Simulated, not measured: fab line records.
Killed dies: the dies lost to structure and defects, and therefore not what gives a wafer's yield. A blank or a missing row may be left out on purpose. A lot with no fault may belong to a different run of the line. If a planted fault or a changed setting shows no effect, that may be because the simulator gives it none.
What tool caused it? | flow nand-harc | 24 lots with 72 wafers sampled at 3 steps, on a route of 1302 steps

== WHAT THE GAUGES SHOWED, per wafer ==
NHARC_A_SIN_REMOVE_INSPECT_04. Usual: raw-defect-count 362, standard deviation 71.
lot  | measured     | on                | raw-defect-count | flag
L074 | day 21 00:01 | defect-inspect-01 | 364 270 380      |
L075 | day 20 23:59 | defect-inspect-02 | 376 367 409      |
L076 | day 21 03:53 | defect-inspect-02 | 409 397 437      |
L077 | day 21 23:49 | defect-inspect-01 | 324 328 344      |
L079 | day 22 03:43 | defect-inspect-02 | 369 380 371      |
L078 | day 22 09:06 | defect-inspect-01 | 281 359 370      |
L080 | day 23 15:11 | defect-inspect-02 | 277 350 343      |
L081 | day 23 15:11 | defect-inspect-01 | 384 467 458      |
L082 | day 23 18:53 | defect-inspect-02 | 473 462 459      |
L083 | day 24 07:14 | defect-inspect-02 | 318 372 356      |
L086 | day 25 09:05 | defect-inspect-01 | 361 369 369      |
L085 | day 25 13:22 | defect-inspect-02 | 638 359 443      |
L087 | day 25 16:55 | defect-inspect-01 | 232 228 371      |
L084 | day 25 21:12 | defect-inspect-01 | 383 419 315      |
L089 | day 26 10:44 | defect-inspect-01 | 295 222 281      |
L091 | day 26 10:44 | defect-inspect-02 | 408 394 382      |
L088 | day 26 14:35 | defect-inspect-01 | 294 412 256      |
L090 | day 27 00:43 | defect-inspect-02 | 470 378 356      |
L092 | day 27 20:05 | defect-inspect-01 | 587 418 345      |
L093 | day 27 22:16 | defect-inspect-01 | 353 412 340      |
L094 | day 29 01:59 | defect-inspect-02 | 418 358 424      |
L096 | day 29 21:26 | defect-inspect-02 | 317 299 295      |
L095 | day 29 21:26 | defect-inspect-01 | 537 417 348      |
L097 | day 30 01:01 | defect-inspect-02 | 294 238 278      |

== WHAT TOOL EACH LOT RAN ON (gives the tool, then ch and the chambers of the sampled wafers, and finally the start) ==
lot  | NHARC_A_SLIT_DEP_23             | NHARC_A_SLIT_ETCH_17
L074 | pecvd-01 ch 1,2, day 20 10:14   | har-etch-01 ch 0,1, day 20 12:14
L075 | pecvd-02 ch 0,1,2, day 20 10:43 | har-etch-02 ch 0,1, day 20 14:35
L076 | pecvd-02 ch 0,1,2, day 20 12:01 | har-etch-01 ch 0,1, day 20 17:19
L077 | pecvd-01 ch 0,2, day 21 10:05   | har-etch-01 ch 0,1, day 21 12:47
L079 | pecvd-03 ch 0,1,2, day 21 13:17 | har-etch-01 ch 0,1, day 21 15:58
L078 | pecvd-02 ch 0,1,2, day 21 19:23 | har-etch-02 ch 0,1, day 21 23:16
L080 | pecvd-01 ch 0,1,2, day 23 01:25 | har-etch-02 ch 0,1, day 23 05:15
L081 | pecvd-02 ch 0,2, day 23 01:47   | har-etch-01 ch 0,1, day 23 04:10
L082 | pecvd-01 ch 0,2, day 23 03:38   | har-etch-02 ch 0,1, day 23 07:50
L083 | pecvd-02 ch 0,2, day 23 17:19   | har-etch-02 ch 0,1, day 23 20:40
L086 | pecvd-01 ch 0,1, day 24 18:57   | har-etch-01 ch 0,1, day 24 21:21
L085 | pecvd-02 ch 0,2, day 24 23:37   | har-etch-01 ch 0,1, day 25 02:54
L087 | pecvd-02 ch 0,1,2, day 24 23:46 | har-etch-02 ch 0,1, day 25 05:13
L084 | pecvd-03 ch 0,2, day 25 06:28   | har-etch-01 ch 0, day 25 10:14
L089 | pecvd-01 ch 0,1,2, day 25 21:00 | har-etch-02 ch 0,1, day 25 23:06
L091 | pecvd-01 ch 0,1, day 25 21:09   | har-etch-01 ch 0,1, day 25 23:16
L088 | pecvd-01 ch 1,2, day 25 22:19   | har-etch-02 ch 0,1, day 26 02:55
L090 | pecvd-03 ch 0,1, day 26 10:25   | har-etch-02 ch 0,1, day 26 14:16
L092 | pecvd-01 ch 0,1,2, day 27 06:23 | har-etch-02 ch 0,1, day 27 08:23
L093 | pecvd-02 ch 0,1,2, day 27 07:47 | har-etch-01 ch 0,1, day 27 11:46
L094 | pecvd-01 ch 0,1,2, day 28 12:10 | har-etch-01 ch 0,1, day 28 15:29
L096 | pecvd-03 ch 1,2, day 29 07:37   | har-etch-02 ch 0,1, day 29 09:38
L095 | pecvd-02 ch 0,1, day 29 07:48   | har-etch-01 ch 0,1, day 29 09:56
L097 | pecvd-03 ch 0,1,2, day 29 08:23 | har-etch-02 ch 0,1, day 29 14:38
- NHARC_A_SLIT_DEP_23: deposits SiON, target thk 100 nm.
- NHARC_A_SLIT_ETCH_17: etches the open film in C4F8/O2/Ar, time 4254.5 s, target depth 20300 nm.

== WHAT THE TOOLS THEMSELVES READ (means of the sampled wafers that have a number; where no wafer has one, the mark that the record gives instead) ==
NHARC_A_SLIT_DEP_23. Usual: chamber-pressure-Torr 3.500 Torr, standard deviation 0.0078; heater-power-outer-w 438 W, standard deviation 60; heater-power-w 712 W, standard deviation 71; susceptor-temp-C 399.97 C, standard deviation 0.23.
lot  | tool     | chamber-pressure-Torr (Torr) | heater-power-outer-w (W) | heater-power-w (W) | susceptor-temp-C (C) | flag
L074 | pecvd-01 | 3.499                        | 457                      | 714                | 400.14               |
L075 | pecvd-02 | 3.493                        | 458                      | 733                | 400.05               |
L076 | pecvd-02 | 3.498                        | 467                      | 742                | 400.09               |
L077 | pecvd-01 | 3.511                        | 377                      | 655                | 399.84               |
L079 | pecvd-03 | 3.502                        | 375                      | 654                | 400.14               |
L078 | pecvd-02 | 3.510                        | 476                      | 745                | 399.52               |
L080 | pecvd-01 | 3.499                        | 444                      | 702                | 400.04               |
L081 | pecvd-02 | 3.493                        | 474                      | 755                | 399.80               |
L082 | pecvd-01 | 3.499                        | 385                      | 659                | 400.23               |
L083 | pecvd-02 | 3.501                        | 474                      | 768                | 400.08               |
L086 | pecvd-01 | 3.502                        | 452                      | 704                | 399.98               |
L085 | pecvd-02 | 3.492                        | 453                      | 728                | 399.70               |
L087 | pecvd-02 | 3.497                        | 471                      | 754                | 400.09               |
L084 | pecvd-03 | 3.500                        | 387                      | 673                | 399.95               |
L089 | pecvd-01 | 3.499                        | 450                      | 717                | 400.00               |
L091 | pecvd-01 | 3.494                        | 457                      | 713                | 399.77               |
L088 | pecvd-01 | 3.494                        | 417                      | 670                | 400.06               |
L090 | pecvd-03 | 3.498                        | 421                      | 716                | 400.03               |
L092 | pecvd-01 | 3.505                        | 440                      | 704                | 400.06               |
L093 | pecvd-02 | 3.505                        | 473                      | 745                | 399.92               |
L094 | pecvd-01 | 3.490                        | 397                      | 652                | 399.87               |
L096 | pecvd-03 | 3.501                        | 363                      | 660                | 399.74               |
L095 | pecvd-02 | 3.503                        | 485                      | 764                | 399.89               |
L097 | pecvd-03 | 3.502                        | 398                      | 695                | 400.02               |

NHARC_A_SLIT_ETCH_17. Usual: drypump-motor-current-A 5.6 A, standard deviation 0.44; showerhead-plenum-p-Torr 3.61 Torr, standard deviation 0.049; throttle-valve-pct 32.045 %, standard deviation 0.0093.
lot  | tool        | drypump-motor-current-A (A) | showerhead-plenum-p-Torr (Torr) | throttle-valve-pct (%) | flag
L074 | har-etch-01 | 5.5                         | 3.62                            | 32.046                 |
L075 | har-etch-02 | 5.7                         | 3.69                            | 32.042                 |
L076 | har-etch-01 | 5.5                         | 3.62                            | 32.048                 |
L077 | har-etch-01 | 5.3                         | 3.59                            | 32.047                 |
L079 | har-etch-01 | 5.3                         | 3.59                            | 32.045                 |
L078 | har-etch-02 | 6.0                         | 3.67                            | 32.043                 |
L080 | har-etch-02 | 5.7                         | 3.67                            | 32.046                 |
L081 | har-etch-01 | 5.5                         | 3.60                            | 32.049                 |
L082 | har-etch-02 | 5.7                         | 3.66                            | 32.039                 |
L083 | har-etch-02 | 5.7                         | 3.66                            | 32.038                 |
L086 | har-etch-01 | 5.3                         | 3.57                            | 32.052                 |
L085 | har-etch-01 | 5.5                         | 3.59                            | 32.037                 |
L087 | har-etch-02 | 6.0                         | 3.65                            | 32.047                 |
L084 | har-etch-01 | 5.7                         | 3.61                            | 32.041                 |
L089 | har-etch-02 | 6.1                         | 3.64                            | 32.038                 |
L091 | har-etch-01 | 5.5                         | 3.58                            | 32.046                 |
L088 | har-etch-02 | 5.7                         | 3.64                            | 32.047                 |
L090 | har-etch-02 | 5.7                         | 3.64                            | 32.045                 |
L092 | har-etch-02 | 5.7                         | 3.63                            | 32.047                 |
L093 | har-etch-01 | 5.5                         | 3.57                            | 32.043                 |
L094 | har-etch-01 | 5.3                         | 3.54                            | 32.039                 |
L096 | har-etch-02 | 6.0                         | 3.62                            | 32.045                 |
L095 | har-etch-01 | 5.3                         | 3.53                            | 32.039                 |
L097 | har-etch-02 | 5.8                         | 3.62                            | 32.045                 |

== THE ANSWER, worked out from the rows above alone ==
Rule: take the mean of a lot's wafers that have a number; if it is more than 3 standard deviations from the usual mean, the lot is off. A lot without any number at a reading at which 4 lots or more have one is off too. All remaining lots with rows at the step are treated as sound. Order of review: gauges by route order, followed by the tools' own readings, for which a lot's mean as printed above is used. The first step at which some lot is off is used, and at that step the reading that is off furthest; a lot without a number counts as furthest.
Nothing can be told from this: no lot is off at any reading shown.

== WHAT THE SIMULATOR HAD PUT IN ==
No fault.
